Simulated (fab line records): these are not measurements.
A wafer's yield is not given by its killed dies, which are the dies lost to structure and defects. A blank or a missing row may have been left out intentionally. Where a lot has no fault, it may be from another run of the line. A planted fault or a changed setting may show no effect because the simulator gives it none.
fab line records	flow n5Finfet
record: lots: 9	wafers: 27	lastDay: 21
route steps=1938 shown WELL_APT@46 PMOS_HMC_CHANNEL_EPI@68 BEOL_M4@1111 PASSIVATION@1936
lots with no fault: from the same line, run without faults
startH: the number of hours between the record's first day and the start of the first shown wafer of the lot	waitH: time in hours since the lot's previous step	" identical to the entry in the row above	L1.1+2: several wafers, shown together as one row	- either no value or no given start	* or withheld: withheld	< > ~ a bound
route shown NAME@n: NAME is a module with steps in the file, n the number in the route of the first one	usual: mean/standard deviation taken from wafers without a fault	same: alike in all rows	chamber/n: place in a boat	sites: per-site readings	_std_site: their standard deviation	_edge_site: outer sites' mean less inner sites'	radiusMm: how far each site lies from the wafer's centre	mask NAME#n: copy n	behind: tool/chamber where the wafer was last shaped	hold: cause of the lot's hold/its duration in hours/its outcome	device: the transistor (n, p or np) that didn't switch	end of line: the tests these same wafers got at the end of their route	for a step that has no rows: nothing shown but its recipe	killed: at the first sort, the dies lost to defects and structure; wafer yield is something else	map: the dies of a wafer, with x for killed, . for not killed, _ for no die there
set.NAME: setting as actually run; set.NAME@STEP: the setting as run at that earlier step	model.NAME: the simulator's own value behind a step, which no gauge read
the route's steps for a sample of lots (tables are steps, rows are wafers)
services: a tool's chamber out of use, with start hour (startH, from the record's first day; less than 0 if before it), hours out, and reason
== steps ==
step: N5_WELL_APT_DESCUM_30
recipe: chemistry: O2	timeS: 7.9	sourcePowerW: 50	biasPowerW: 20	pressureMtorr: 20	rfFrequencyHz: 2.712e+07	tempC: 40	o2FlowSccm: 225
usual: drypumpMotorCurrentA: 5.6/0.55	oesProductAu: 0.78/0.09	rfVppV: 243.2/1.2	showerheadPlenumPTorr: 2.10/0.056	throttleValvePct: 20.19/0.2
lot.wafer	tool	chamber	startH	waitH	drypumpMotorCurrentA	oesProductAu	rfHoursCounterH	rfVppV	showerheadPlenumPTorr	throttleValvePct
L103.2	rieDiel-01	3	40.05	0.0	5.6	0.91	17	241.1	2.06	19.95
L103.4	"	0	"	"	5.5	0.76	151	243.7	2.11	20.47
L103.6	"	3	"	"	5.6	0.92	-	242.0	2.06	19.95
L104.2	rieDiel-04	0	45.05	0.3	5.7	0.71	190	243.5	2.08	20.20
L104.3	"	2	"	"	4.9	0.79	100	243.7	2.09	19.82
L104.4	"	3	"	"	6.5	0.75	-	244.2	2.19	20.24
L106.1	rieDiel-01	2	58.92	0.4	5.3	0.70	198	241.0	2.01	20.31
L106.2	"	0	"	"	5.5	0.76	157	242.1	2.10	20.48
L106.5	"	2	"	"	5.2	0.71	-	242.6	2.01	20.30
L113.3	rieDiel-04	0	99.16	0.0	5.8	0.69	207	242.7	2.07	20.23
L113.5	"	1	"	"	6.4	0.94	-	242.4	2.12	20.24
L113.6	"	0	"	"	5.7	0.69	-	243.5	2.07	20.20
L114.2	rieDiel-01	2	105.15	0.0	5.3	0.69	212	240.3	2.00	20.32
L114.4	"	0	"	"	5.5	0.74	171	243.2	2.10	20.49
L114.6	"	2	"	"	5.2	0.69	-	241.3	2.00	20.31
L119.2	rieDiel-04	1	139.34	0.0	6.4	0.91	22	242.8	2.11	20.27
L119.3	"	0	"	"	5.7	0.69	215	243.5	2.07	20.24
L119.4	"	3	"	"	6.5	0.73	197	245.1	2.18	20.29
L120.2	rieDiel-05	0	140.92	0.0	5.3	0.81	90	242.7	2.10	20.19
L120.3	"	3	"	"	5.3	0.96	6	243.1	2.05	20.05
L120.5	"	3	"	"	5.3	0.96	-	243.6	2.05	20.08
L121.2	rieDiel-01	1	147.09	0.0	5.0	0.75	149	246.3	2.19	20.39
L121.3	"	0	"	"	5.5	0.74	181	243.2	2.09	20.51
L121.4	"	2	"	"	5.3	0.69	221	241.0	2.00	20.33
L122.1	rieDiel-05	1	153.16	0.0	6.4	0.90	26	242.3	2.04	19.93
L122.2	"	2	"	"	5.4	0.78	128	245.4	2.09	19.95
L122.4	"	3	"	"	5.2	0.95	9	241.0	2.05	20.07
step: N5_PMOS_HMC_CHANNEL_EPI_DESCUM_14
recipe: chemistry: O2	timeS: 7.9	sourcePowerW: 50	biasPowerW: 20	pressureMtorr: 20	rfFrequencyHz: 2.712e+07	tempC: 40	resist: CAR-ArF-block	o2FlowSccm: 225
usual: drypumpMotorCurrentA: 5.7/0.38	oesProductAu: 0.81/0.091	rfVppV: 243.6/1.6	showerheadPlenumPTorr: 2.12/0.078	throttleValvePct: 20.3/0.31
lot.wafer	tool	chamber	startH	waitH	drypumpMotorCurrentA	oesProductAu	rfHoursCounterH	rfVppV	showerheadPlenumPTorr	throttleValvePct
L103.2	rieDiel-03	0	42.32	0.1	6.2	0.86	80	244.2	2.14	20.2
L103.4	"	2	"	"	6.2	0.92	-	245.7	2.22	20.2
L103.6	"	0	"	"	6.1	0.86	-	242.4	2.14	20.2
L104.2	rieDiel-06	2	47.22	0.0	5.2	0.68	249	244.8	2.12	20.2
L104.3	"	1	"	"	5.5	0.70	193	242.7	2.16	20.5
L104.4	"	1	"	"	5.5	0.70	-	245.1	2.16	20.5
L106.1	rieDiel-03	3	61.35	0.4	5.2	0.99	2	245.4	2.20	20.0
L106.2	"	2	"	"	6.2	0.91	33	247.0	2.21	20.1
L106.5	"	2	"	"	6.2	0.92	-	245.8	2.21	20.2
L113.3	rieDiel-03	1	101.23	0.0	5.8	0.72	199	243.4	2.18	21.1
L113.5	"	3	"	"	5.2	0.93	-	244.6	2.20	20.0
L113.6	"	0	"	"	6.1	0.83	-	242.4	2.14	20.2
L114.2	rieDiel-02	2	107.21	0.0	5.6	0.77	121	239.1	1.94	20.5
L114.4	"	3	"	"	5.9	0.76	152	242.5	2.20	20.6
L114.6	"	2	"	"	5.6	0.78	-	240.7	1.94	20.5
L119.2	rieDiel-02	1	141.54	0.0	5.4	0.81	118	241.0	2.03	20.2
L119.3	"	2	"	"	5.7	0.78	128	240.5	1.93	20.5
L119.4	"	3	"	"	5.9	0.77	159	244.5	2.20	20.6
L120.2	rieDiel-03	3	143.25	0.0	5.2	0.93	19	244.8	2.20	20.0
L120.3	"	0	"	"	6.2	0.83	104	243.0	2.13	20.2
L120.5	"	1	"	"	5.8	0.72	-	245.4	2.18	21.1
L121.2	rieDiel-06	0	149.47	0.0	6.2	0.82	76	243.4	2.12	20.2
L121.3	"	1	"	"	5.5	0.69	215	243.3	2.15	20.5
L121.4	"	2	"	"	5.2	0.92	11	245.1	2.12	19.8
L122.1	rieDiel-03	2	155.45	0.0	6.2	0.88	52	245.9	2.21	20.2
L122.2	"	1	"	"	5.8	0.72	210	243.7	2.18	21.1
L122.4	"	0	"	"	6.1	0.83	107	242.7	2.13	20.2
step: N5_PMOS_HMC_CHANNEL_EPI_ETCH_32
recipe: chemistry: N2/H2	target: BARC	stopOn: SiO2	targetDepthA: 858	overEtchFrac: 0.3	timeS: 50.3	ionEnergyEv: 200	maskMaterial: CAR-ArF-block	pressureMtorr: 30	sourceW: 840	biasW: 150	n2FlowSccm: 200	h2FlowSccm: 200
usual: drypumpMotorCurrentA: 5.7/0.38	oesProductAu: 0.69/0.075	rfVppV: 524.8/2.6	showerheadPlenumPTorr: 2.57/0.1	throttleValvePct: 17.8/0.3
lot.wafer	tool	chamber	startH	waitH	drypumpMotorCurrentA	oesProductAu	rfHoursCounterH	rfVppV	showerheadPlenumPTorr	throttleValvePct
L103.2	rieDiel-03	0	42.38	0.0	6.1	0.71	80	524.4	2.57	17.4
L103.4	"	2	"	"	6.2	0.78	-	528.2	2.73	17.8
L103.6	"	0	"	"	6.2	0.71	-	525.1	2.57	17.4
L104.2	rieDiel-06	2	47.25	0.0	5.2	0.59	249	525.9	2.61	17.9
L104.3	"	1	"	"	5.5	0.61	193	525.9	2.62	17.8
L104.4	"	1	"	"	5.5	0.61	-	525.3	2.62	17.9
L106.1	rieDiel-03	3	61.39	0.0	5.2	0.86	2	528.4	2.73	17.8
L106.2	"	2	"	"	6.3	0.77	33	527.9	2.72	17.8
L106.5	"	2	"	"	6.3	0.77	-	527.6	2.72	17.8
L113.3	rieDiel-03	1	101.27	0.0	5.8	0.61	199	526.1	2.61	18.3
L113.5	"	3	"	"	5.2	0.81	-	528.2	2.72	17.8
L113.6	"	0	"	"	6.1	0.70	-	522.8	2.57	17.4
L114.2	rieDiel-02	2	107.24	0.0	5.7	0.67	121	518.1	2.33	17.7
L114.4	"	3	"	"	5.9	0.64	152	526.4	2.65	17.8
L114.6	"	2	"	"	5.7	0.67	-	518.8	2.32	17.7
L119.2	rieDiel-02	1	141.57	0.0	5.4	0.67	118	522.4	2.47	17.7
L119.3	"	2	"	"	5.7	0.66	128	518.4	2.32	17.7
L119.4	"	3	"	"	5.9	0.64	159	526.7	2.64	17.8
L120.2	rieDiel-03	3	143.29	0.0	5.1	0.80	19	528.1	2.72	17.9
L120.3	"	0	"	"	6.2	0.69	104	525.2	2.56	17.5
L120.5	"	1	"	"	5.8	0.61	-	526.1	2.61	18.3
L121.2	rieDiel-06	0	149.51	0.0	6.2	0.69	76	524.3	2.54	17.4
L121.3	"	1	"	"	5.5	0.60	215	526.2	2.61	17.9
L121.4	"	2	"	"	5.2	0.79	11	524.7	2.61	17.5
L122.1	rieDiel-03	2	155.48	0.0	6.3	0.75	52	527.9	2.71	17.8
L122.2	"	1	"	"	5.7	0.61	210	525.2	2.60	18.3
L122.4	"	0	"	"	6.2	0.68	107	524.2	2.56	17.4
step: N5_PMOS_HMC_CHANNEL_EPI_STRIP_33
recipe: chemistry: N2/H2	powerW: 500	tempC: 40	pressureMtorr: 50	rfFrequencyHz: 6e+07	overashFraction: 0.3	biasPowerW: 8	h2Frac: 0.5	n2FlowSccm: 300	h2FlowSccm: 300
usual: biasPowerW: 8.001/0.023	chamberPressureMTorr: 49.99/0.094	drypumpMotorCurrentA: 5.7/0.38	oesProductAu: 0.81/0.092	rfVppV: 54.4/1.6	showerheadPlenumPTorr: 3.40/0.13	throttleValvePct: 18.8/0.52
lot.wafer	tool	chamber	startH	waitH	biasPowerW	chamberPressureMTorr	drypumpMotorCurrentA	oesProductAu	rfHoursCounterH	rfVppV	showerheadPlenumPTorr	throttleValvePct
L103.2	rieDiel-03	0	42.52	0.1	8.019	50.17	6.2	0.84	80	52.8	3.40	18.2
L103.4	"	2	"	"	8.028	50.02	6.3	0.91	-	56.3	3.59	18.9
L103.6	"	0	"	"	7.993	49.92	6.2	0.85	-	53.8	3.40	18.2
L104.2	rieDiel-06	2	47.35	0.0	7.970	50.03	5.2	0.68	249	53.6	3.45	18.9
L104.3	"	1	"	"	8.006	50.05	5.5	0.69	193	55.7	3.46	18.7
L104.4	"	1	"	"	7.996	50.05	5.5	0.70	-	54.1	3.46	18.7
L106.1	rieDiel-03	3	61.48	0.0	7.993	50.05	5.2	0.99	2	55.1	3.59	19.3
L106.2	"	2	"	"	7.995	50.08	6.3	0.93	33	55.1	3.59	19.0
L106.5	"	2	"	"	7.990	49.84	6.3	0.91	-	56.0	3.59	18.9
L113.3	rieDiel-03	1	101.37	0.0	-	-	-	-	-	-	-	-
L113.5	"	3	"	"	-	-	-	-	-	-	-	-
L113.6	"	0	"	"	-	-	-	-	-	-	-	-
L114.2	rieDiel-02	2	107.34	0.0	-	-	-	-	-	-	-	-
L114.4	"	3	"	"	-	-	-	-	-	-	-	-
L114.6	"	2	"	"	-	-	-	-	-	-	-	-
L119.2	rieDiel-02	1	141.67	0.0	7.974	49.92	5.4	0.79	118	55.9	3.26	18.8
L119.3	"	2	"	"	7.995	50.10	5.7	0.78	128	53.8	3.08	18.6
L119.4	"	3	"	"	8.015	50.01	5.9	0.76	159	53.2	3.49	18.8
L120.2	rieDiel-03	3	143.39	0.0	8.003	50.04	5.2	0.94	19	53.1	3.59	19.3
L120.3	"	0	"	"	7.998	49.93	6.1	0.82	104	54.9	3.38	18.3
L120.5	"	1	"	"	7.994	50.00	5.9	0.72	-	51.5	3.44	19.5
L121.2	rieDiel-06	0	149.61	0.0	7.981	49.91	6.3	0.82	76	55.7	3.36	18.0
L121.3	"	1	"	"	7.978	50.00	5.5	0.68	215	55.8	3.44	18.7
L121.4	"	2	"	"	7.998	50.01	5.2	0.91	11	55.0	3.44	18.6
L122.1	rieDiel-03	2	155.58	0.0	7.993	50.10	6.3	0.89	52	53.1	3.58	18.9
L122.2	"	1	"	"	8.007	49.91	5.8	0.72	210	57.2	3.44	19.5
L122.4	"	0	"	"	8.031	49.91	6.2	0.82	107	50.3	3.38	18.2
step: N5_BEOL_M4_RC_MEAS_101
usual: DIBL_N: 37.1/2.6	DIBL_P: 38/3	IOFF_N: 0.18/0.052	IOFF_P: 0.25/0.06	ION_N: 678/15	ION_P: 467/8.6	SS_N: 71.7/0.73	SS_P: 73.7/0.89	VT_N: 249/4.3	VT_P: -248/3.8
lot.wafer	tool	chamber	startH	waitH	DIBL_N[mV/V]	DIBL_P[mV/V]	IOFF_N[nA/um]	IOFF_P[nA/um]	ION_N[uA/um]	ION_P[uA/um]	SS_N[mV/dec]	SS_P[mV/dec]	VT_N[mV]	VT_P[mV]
L106.1	prober-02	0	265.89	0.1	37.1	39	0.18	0.24	674	463	72.0	74.2	250	-248
L106.2	"	0	"	"	38.0	41	0.21	0.29	686	476	71.8	74.3	249	-247
L106.5	"	0	"	"	34.7	37	0.14	0.21	667	463	70.5	73.3	252	-247
L104.2	prober-02	0	273.11	0.2	34.7	34	0.13	0.22	659	464	71.6	73.4	251	-247
L104.3	"	0	"	"	33.9	33	0.12	0.19	661	461	71.3	72.3	253	-251
L104.4	"	0	"	"	34.8	35	0.13	0.23	674	475	71.1	72.6	255	-246
L103.2	prober-02	0	282.47	0.2	40.6	39	0.20	0.30	661	466	73.0	74.1	248	-244
L103.4	"	0	"	"	38.6	38	0.19	0.30	674	477	71.6	74.0	247	-243
L103.6	"	0	"	"	39.5	37	0.19	0.26	692	475	71.4	73.9	248	-247
L113.3	prober-02	0	316.35	0.3	38.4	40	0.22	0.28	711	479	72.2	73.7	246	-248
L113.5	"	0	"	"	38.2	39	0.21	0.25	687	465	71.8	73.8	247	-250
L113.6	"	0	"	"	38.4	41	0.22	0.30	685	471	72.6	74.4	246	-246
L114.2	prober-01	0	317.31	0.2	34.6	36	0.12	0.22	669	471	71.3	73.4	256	-249
L114.4	"	0	"	"	38.4	38	0.18	0.24	671	469	71.9	73.8	250	-248
L114.6	"	0	"	"	40.5	41	0.23	0.32	693	476	72.6	74.8	246	-243
L119.2	prober-02	0	351.22	0.2	38.0	38	0.18	0.25	675	464	72.1	73.6	250	-248
L119.3	"	0	"	"	33.1	34	0.10	0.17	655	458	70.9	73.0	258	-255
L119.4	"	0	"	"	35.1	35	0.13	0.18	666	455	71.4	73.5	253	-253
L121.2	prober-02	0	367.82	0.2	36.5	39	0.19	0.26	704	484	71.2	74.6	244	-243
L121.3	"	0	"	"	37.0	39	0.19	0.26	674	462	72.0	73.8	248	-248
L121.4	"	0	"	"	38.3	41	0.23	0.30	700	477	71.3	74.7	245	-248
L122.1	prober-02	0	375.35	0.0	39.7	42	0.26	0.32	694	474	72.8	75.2	241	-245
L122.2	"	0	"	"	40.2	42	0.25	0.33	682	475	72.6	74.5	246	-245
L122.4	"	0	"	"	38.0	39	0.22	0.26	681	466	72.4	74.2	245	-246
L120.2	prober-01	0	402.72	0.2	43.7	45	0.34	0.39	692	472	73.6	75.9	243	-243
L120.3	"	0	"	"	38.2	38	0.18	0.24	696	478	71.0	73.4	249	-248
L120.5	"	0	"	"	37.7	37	0.17	0.23	677	467	71.5	74.3	250	-248
step: N5_PASSIVATION_PROBE_49
usual: defectLimitedYield: 91.4/1.4	killed_at_M0_to_M3: 34/9.1	killed_at_M4_up: 14/5.2	killedAtContacts: 12/6.4	killedAtFrontEnd: 38/11	killedAtOther: 3.7/2.8	killedDies: 102/17	killedOpen: 68/13	killedShort: 32/7.8	sort_bin_4_leakage: 0.05/0.3	sort_bin_5_function: 5.1/1	sort_bin_6_memory: 3.2/0.66	sortNPass: 1076/19	sortYieldPct: 91.2/1.6
same: grossDies: 1180	killedAtBackSide: 0	sort_bin_8_speed[%]: 0
lot.wafer	tool	chamber	startH	waitH	defectLimitedYield[%]	killed_at_M0_to_M3	killed_at_M4_up	killedAtContacts	killedAtFrontEnd	killedAtOther	killedDies	killedOpen	killedShort	sort_bin_4_leakage[%]	sort_bin_5_function[%]	sort_bin_6_memory[%]	sortNPass	sortYieldPct[%]
L106.1	prober-02	-	369.52	0.0	93.0	31	12	12	28	0	83	56	24	0	3.2	3.7	1097	93.0
L106.2	prober-02	-	369.57	0.1	92.0	25	20	6	42	1	94	66	25	0	5.2	2.6	1086	92.0
L106.5	prober-02	-	369.72	0.2	93.9	32	10	11	19	0	72	54	17	0	3.7	2.3	1108	93.9
L103.2	prober-02	-	391.20	0.1	91.1	27	18	9	47	4	105	73	32	0	5.0	3.6	1075	91.1
L103.4	prober-02	-	391.30	0.2	89.5	24	21	31	48	0	124	89	35	0	6.6	3.6	1056	89.5
L103.6	prober-02	-	391.40	0.3	90.9	19	18	20	48	2	107	78	29	0	5.9	2.8	1073	90.9
L114.2	prober-02	-	422.47	0.1	91.4	28	11	20	40	2	101	70	30	0	5.3	2.8	1079	91.4
L114.4	prober-02	-	422.57	0.2	93.9	18	8	25	18	3	72	49	22	0	3.7	2.3	1108	93.9
L114.6	prober-02	-	422.67	0.3	90.4	33	13	21	43	3	113	78	32	0	6.6	2.7	1067	90.4
L113.3	prober-01	-	426.42	0.1	91.1	26	21	3	53	2	105	65	37	0	5.2	3.3	1075	91.1
L113.5	prober-01	-	426.52	0.2	91.9	34	9	15	31	6	95	62	32	0	5.5	2.5	1085	91.9
L113.6	prober-01	-	426.57	0.3	91.4	20	15	5	51	10	101	60	39	0	4.7	3.2	1079	91.4
L122.1	prober-01	-	477.15	0.0	92.5	28	9	14	31	7	89	68	21	0	4.2	3.1	1091	92.5
L122.2	prober-01	-	477.20	0.1	91.9	38	13	20	17	7	95	66	29	0	5.7	2.3	1085	91.9
L122.4	prober-01	-	477.30	0.2	93.2	35	9	9	26	1	80	54	26	0	4.3	2.3	1100	93.2
killed by level:class
L106.1 MOL_CONTACT_COAG:geometricParticle:open=11 STI_FIN_REVEAL:geometricParticle:open=8 BEOL_M3:geometricParticle:open=8 BEOL_M2:geometricParticle:open=7 BEOL_M0_SAQP:geometricParticle:short=5 BEOL_M1:geometricParticle:short=4 BEOL_M4:geometricParticle:open=4 SPACER0:geometricParticle:short=3
L106.2 STI_FIN_REVEAL:geometricParticle:open=18 FIN_SAQP:geometricParticle:short=7 BEOL_M5:geometricParticle:open=7 BEOL_M0_SAQP:geometricParticle:open=6 BEOL_M2:geometricParticle:open=5 GATE_CUT:geometricParticle:short=5 DUMMY_GATE:geometricParticle:open=5 MOL_CONTACT_COAG:geometricParticle:open=5
L106.5 BEOL_M0_SAQP:geometricParticle:open=11 MOL_CONTACT_COAG:geometricParticle:open=10 BEOL_M0_SAQP:geometricParticle:short=8 STI_FIN_REVEAL:geometricParticle:open=6 BEOL_M2:geometricParticle:open=6 BEOL_M5:geometricParticle:open=5 BEOL_M3:geometricParticle:open=4 BEOL_M6:geometricParticle:open=3
L103.2 STI_FIN_REVEAL:geometricParticle:open=18 FIN_SAQP:geometricParticle:open=8 MOL_CONTACT_COAG:geometricParticle:open=8 BEOL_M4:geometricParticle:open=7 GATE_CUT:geometricParticle:short=5 BEOL_M1:geometricParticle:open=5 BEOL_M2:geometricParticle:open=5 BEOL_M5:geometricParticle:open=4
L103.4 MOL_CONTACT_COAG:geometricParticle:open=24 FIN_SAQP:geometricParticle:open=11 STI_FIN_REVEAL:geometricParticle:open=8 BEOL_M5:geometricParticle:open=8 DUMMY_GATE:geometricParticle:open=7 MOL_CONTACT_COAG:geometricParticle:short=7 BEOL_M0_SAQP:geometricParticle:short=6 BEOL_M0_SAQP:geometricParticle:open=6
L103.6 FIN_SAQP:geometricParticle:open=19 MOL_CONTACT_COAG:geometricParticle:open=18 FIN_SAQP:geometricParticle:short=7 STI_FIN_REVEAL:geometricParticle:open=7 BEOL_M0_SAQP:geometricParticle:short=6 DUMMY_GATE:geometricParticle:open=5 BEOL_M5:geometricParticle:open=4 BEOL_M3:geometricParticle:open=4
L114.2 MOL_CONTACT_COAG:geometricParticle:open=17 STI_FIN_REVEAL:geometricParticle:open=14 BEOL_M1:geometricParticle:short=7 BEOL_M2:geometricParticle:open=6 BEOL_M4:geometricParticle:open=6 DUMMY_GATE:geometricParticle:open=5 BEOL_M0_SAQP:geometricParticle:short=4 STARTING-WAFER:geometricParticle:open=4
L114.4 MOL_CONTACT_COAG:geometricParticle:open=18 STI_FIN_REVEAL:geometricParticle:open=7 MOL_CONTACT_COAG:geometricParticle:short=7 BEOL_M0_SAQP:geometricParticle:open=6 BEOL_M1:geometricParticle:open=3 BEOL_M3:geometricParticle:short=3 SPACER0:geometricParticle:short=2 ILD0:geometricParticle:short=2
L114.6 STI_FIN_REVEAL:geometricParticle:open=21 MOL_CONTACT_COAG:geometricParticle:open=18 BEOL_M0_SAQP:geometricParticle:short=11 BEOL_M2:geometricParticle:open=6 BEOL_M0_SAQP:geometricParticle:open=5 FIN_SAQP:geometricParticle:open=3 STI_FIN_REVEAL:geometricParticle:short=3 DUMMY_GATE:geometricParticle:open=3
L113.3 FIN_SAQP:geometricParticle:open=12 FIN_SAQP:geometricParticle:short=11 STI_FIN_REVEAL:geometricParticle:open=9 BEOL_M4:geometricParticle:open=7 BEOL_M0_SAQP:geometricParticle:short=7 BEOL_M0_SAQP:geometricParticle:open=7 STI_FIN_REVEAL:geometricParticle:short=5 STARTING-WAFER:geometricParticle:open=5
L113.5 BEOL_M0_SAQP:geometricParticle:short=11 BEOL_M0_SAQP:geometricParticle:open=11 FIN_SAQP:geometricParticle:short=9 MOL_CONTACT_COAG:geometricParticle:open=9 FIN_SAQP:geometricParticle:open=8 STI_FIN_REVEAL:geometricParticle:open=6 MOL_CONTACT_COAG:geometricParticle:short=6 BEOL_M8:geometricParticle:open=4
L113.6 FIN_SAQP:geometricParticle:open=17 FIN_SAQP:geometricParticle:short=16 BEOL_M0_SAQP:geometricParticle:short=6 GATE_CUT:geometricParticle:short=5 MOL_CONTACT_COAG:geometricParticle:open=5 BEOL_M4:geometricParticle:open=5 BEOL_M1:geometricParticle:open=4 BEOL_M8:geometricParticle:open=3
L122.1 MOL_CONTACT_COAG:geometricParticle:open=12 FIN_SAQP:geometricParticle:open=9 BEOL_M3:geometricParticle:open=8 FIN_SAQP:geometricParticle:short=6 BEOL_M2:geometricParticle:open=6 STARTING-WAFER:geometricParticle:open=5 BEOL_M0_SAQP:geometricParticle:open=4 BEOL_M1:geometricParticle:open=4
L122.2 MOL_CONTACT_COAG:geometricParticle:open=17 BEOL_M0_SAQP:geometricParticle:short=10 BEOL_M0_SAQP:geometricParticle:open=10 BEOL_M3:geometricParticle:open=9 BEOL_M4:geometricParticle:open=5 FIN_SAQP:geometricParticle:short=3 FIN_SAQP:geometricParticle:open=3 STI_FIN_REVEAL:geometricParticle:open=3
L122.4 BEOL_M0_SAQP:geometricParticle:open=9 FIN_SAQP:geometricParticle:short=8 FIN_SAQP:geometricParticle:open=7 MOL_CONTACT_COAG:geometricParticle:open=7 BEOL_M3:geometricParticle:open=7 STI_FIN_REVEAL:geometricParticle:open=6 BEOL_M0_SAQP:geometricParticle:short=6 BEOL_M2:geometricParticle:open=3
== services ==
tool	chamber	startH	hours	kind
rieDiel-05	2	27.33	21.1	repair
rieDiel-05	1	30.14	9.1	repair
rieDiel-03	3	33.05	-	clean
rieDiel-03	3	33.05	-	consumableReplace:focusRing
rieDiel-03	3	33.05	-	consumableReplace:showerhead
rieDiel-03	3	33.05	25.3	scheduledDown
rieDiel-03	3	33.05	25.3	ventCycle
rieDiel-06	3	34.14	-	clean
rieDiel-06	3	34.14	-	consumableReplace:focusRing
rieDiel-06	3	34.14	17.4	scheduledDown
rieDiel-06	3	34.14	17.4	ventCycle
rieDiel-03	1	42.31	1.9	repair
rieDiel-05	-	48.53	14.6	pm
rieDiel-06	2	51.91	-	clean
rieDiel-06	2	51.91	-	consumableReplace:focusRing
rieDiel-06	2	51.91	21.0	scheduledDown
rieDiel-06	2	51.91	21.0	ventCycle
rieDiel-02	0	58.65	9.9	repair
rieDiel-06	-	105.21	0.6	repair
rieDiel-01	1	110.94	3.2	repair
rieDiel-01	-	123.84	1.0	repair
rieDiel-02	1	124.87	2.3	repair
rieDiel-04	0	130.04	8.7	repair
rieDiel-01	-	147.93	0.5	repair
== key ==
firstSign: step: N5_PMOS_HMC_CHANNEL_EPI_STRIP_33	reading: toolRecord	direction: missing
effect none on later readings
metAt N5_PMOS_HMC_CHANNEL_EPI_STRIP_33
struckLots L113,L114
notActingAt N5_WELL_APT_DESCUM_30,N5_PMOS_HMC_CHANNEL_EPI_DESCUM_14,N5_PMOS_HMC_CHANNEL_EPI_ETCH_32
onsetBetween 61.48 101.37
fault: kind: skippedStepWhole	tool: rieDiel-02,rieDiel-03	chamber: -	onsetH: 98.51	steps: N5_PMOS_HMC_CHANNEL_EPI_STRIP_33	scope: struckLotsOnly
